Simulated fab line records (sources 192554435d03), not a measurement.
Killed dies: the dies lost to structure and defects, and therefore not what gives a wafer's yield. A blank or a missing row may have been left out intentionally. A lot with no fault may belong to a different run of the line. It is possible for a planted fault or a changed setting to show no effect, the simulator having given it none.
Lot-split experiment -- flow n5 finfet -- route with 1938 steps; 7 lots, 39 wafers read

## SPLIT DETAILS
At N5_BEOL_M0_SAQP_PECVD_04 (deposits a-Si from SiH4/He, target thk 60 nm, time 60.2 s), the setting time s was moved away from the recipe's 60.2 s on 18 of the 39 wafers read, by -55.6% to +46.1%. The other wafers ran this setting at the recipe's value.

## FROM THE SPLIT TO THE READING: what the file shows between them, 5 steps
- N5_BEOL_M0_SAQP_THK_MEAS_05
- N5_BEOL_M0_SAQP_HM_DEP_111: deposits SiO2 from SiH4/N2O, target thk 12 nm, time 7.2 s
- N5_BEOL_M0_SAQP_COAT_81: time 60 s, resist thk 100 nm
- N5_BEOL_M0_SAQP_HM_OPEN_112: chemistry CHF3/O2, target SiO2, stops on a-Si, target depth 12 nm, time 13.5 s
- N5_BEOL_M0_SAQP_STRIP_113: strips in CHF3/O2

## THE READING
oes product au, in a.u., at N5_BEOL_M0_SAQP_MANDREL_ETCH_20 (etches a-Si in HBr/Cl2, stops on SiNx, target depth 60 nm, bt time 10 s, time 30 s). Typical for fault-free wafers on this fab line: 0.772 a.u., with standard deviation 0.015 a.u.

wafer,"tool, chamber at the split","time s as run, s",against the recipe,"oes product au, a.u.",against lot-mates on the recipe
L074.2,"pecvd-03, 2",60.2,recipe,0.775,-
L074.5,"pecvd-03, 2",60.2,recipe,0.760,-
L074.6,"pecvd-03, 0",60.2,recipe,0.771,-
L082.1,"pecvd-03, 2",60.2,recipe,0.760,-
L082.2,"pecvd-03, 0",81.51,+35.4%,0.909,+0.130
L082.3,"pecvd-03, 1",81.51,+35.4%,0.926,+0.147
L082.4,"pecvd-03, 0",60.2,recipe,0.805,-
L082.5,"pecvd-03, 2",60.2,recipe,0.773,-
L082.6,"pecvd-03, 1",81.51,+35.4%,0.958,+0.179
L084.1,"pecvd-04, 0",80.47,+33.7%,0.939,+0.166
L084.2,"pecvd-04, 1",80.47,+33.7%,0.898,+0.125
L084.3,"pecvd-04, 2",80.47,+33.7%,0.927,+0.154
L084.4,"pecvd-04, 2",60.2,recipe,0.772,-
L084.5,"pecvd-04, 1",60.2,recipe,0.758,-
L084.6,"pecvd-04, 0",60.2,recipe,0.790,-
L085.1,"pecvd-04, 1",43.39,-27.9%,0.633,-0.132
L085.2,"pecvd-04, 2",43.39,-27.9%,0.630,-0.135
L085.3,"pecvd-04, 0",60.2,recipe,0.754,-
L085.4,"pecvd-04, 2",60.2,recipe,0.783,-
L085.5,"pecvd-04, 0",43.39,-27.9%,0.639,-0.126
L085.6,"pecvd-04, 1",60.2,recipe,0.757,-
L086.1,"pecvd-04, 1",60.2,recipe,0.769,-
L086.2,"pecvd-04, 2",60.2,recipe,0.785,-
L086.3,"pecvd-04, 0",31.78,-47.2%,0.560,-0.211
L086.4,"pecvd-04, 0",60.2,recipe,0.760,-
L086.5,"pecvd-04, 2",31.78,-47.2%,0.567,-0.204
L086.6,"pecvd-04, 1",31.78,-47.2%,0.542,-0.229
L089.1,"pecvd-03, 1",87.96,+46.1%,0.967,+0.195
L089.2,"pecvd-03, 2",60.2,recipe,0.750,-
L089.3,"pecvd-03, 0",87.96,+46.1%,0.992,+0.220
L089.4,"pecvd-03, 2",87.96,+46.1%,0.949,+0.177
L089.5,"pecvd-03, 0",60.2,recipe,0.798,-
L089.6,"pecvd-03, 1",60.2,recipe,0.768,-
L091.1,"pecvd-03, 0",60.2,recipe,0.766,-
L091.2,"pecvd-03, 1",26.71,-55.6%,0.534,-0.233
L091.3,"pecvd-03, 1,0",26.71,-55.6%,0.517,-0.250
L091.4,"pecvd-03, 1,0",26.71,-55.6%,0.525,-0.242
L091.5,"pecvd-03, 1",60.2,recipe,0.772,-
L091.6,"pecvd-03, 0",60.2,recipe,0.764,-
If several chambers appear in one row, that row covers several wafers at once and the file leaves open which wafer was in which chamber.

FIT RESULTS
A straight line over all 39 wafers: oes product au changes by +0.00447 a.u. for each +1% of time s; r = +0.99; the points scatter about the line by 0.015 a.u.
The same after taking each lot's own level away (the mean of its wafers on the recipe; 39 wafers): +0.0044 a.u. for each +1%; r = +0.99; scatter 0.014 a.u.
On that fit, the largest move of time s shifts the reading by 0.24 a.u.
Measured against the standard deviation above, the lots' own levels, which go from 0.7647 to 0.7793 a.u., span 1.0 times it.
So the lot-to-lot level changes the slope little: the two slopes agree.
Check: with one of the wafers moved furthest among these (-55.6%) left out of the fit, the line predicts -0.248 a.u. for it against its lot-mates. It came out at -0.233 a.u. against them.

## THESE WAFERS: OTHER SPLITS
These wafers also went through other splits before the reading. Each is held against what the fit with the lots' levels taken away leaves over:
other split on the same wafers,wafers away from the commonest value,r with oes product au (lot level and that fit taken away)
N5_ZERO_LAYER_DEVELOP_10 develop time s,12,-0.29
N5_PMOS_HMC_CHANNEL_EPI_ETCH_38 target depth a,12,+0.02
N5_STI_FIN_REVEAL_ALD_00 target thk a,9,+0.05
N5_MOL_CONTACT_COAG_ALD_133 ald cycles,15,+0.05

## THE WHOLE CHAIN: every reading that the file lists as answering this split, in the file's order
step,what it does,reading,change (the file's fit),r (the file's)
N5_BEOL_M0_SAQP_PECVD_04,"deposits a-Si from SiH4/He, target thk 60 nm, time 60.2 s","a-Si_of_BEOL_M0_SAQP_PECVD_04.thk nm (the simulator's own value, which no gauge read)",+0.597 nm for each +1% of the setting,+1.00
N5_BEOL_M0_SAQP_THK_MEAS_05,,thk nm,withheld for each +1% of the setting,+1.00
N5_BEOL_M0_SAQP_MANDREL_ETCH_20,"etches a-Si in HBr/Cl2, stops on SiNx, target depth 60 nm, bt time 10 s, time 30 s",oes product au,+0.0044 a.u. for each +1% of the setting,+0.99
N5_BEOL_M0_SAQP_MANDREL_ETCH_20,"etches a-Si in HBr/Cl2, stops on SiNx, target depth 60 nm, bt time 10 s, time 30 s","etch.depth nm (the simulator's own value, which no gauge read)",+0.598 nm for each +1% of the setting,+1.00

## FILE'S OWN FIT
oes product au changes by +0.0044 a.u. for each +1% of time s, r = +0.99.
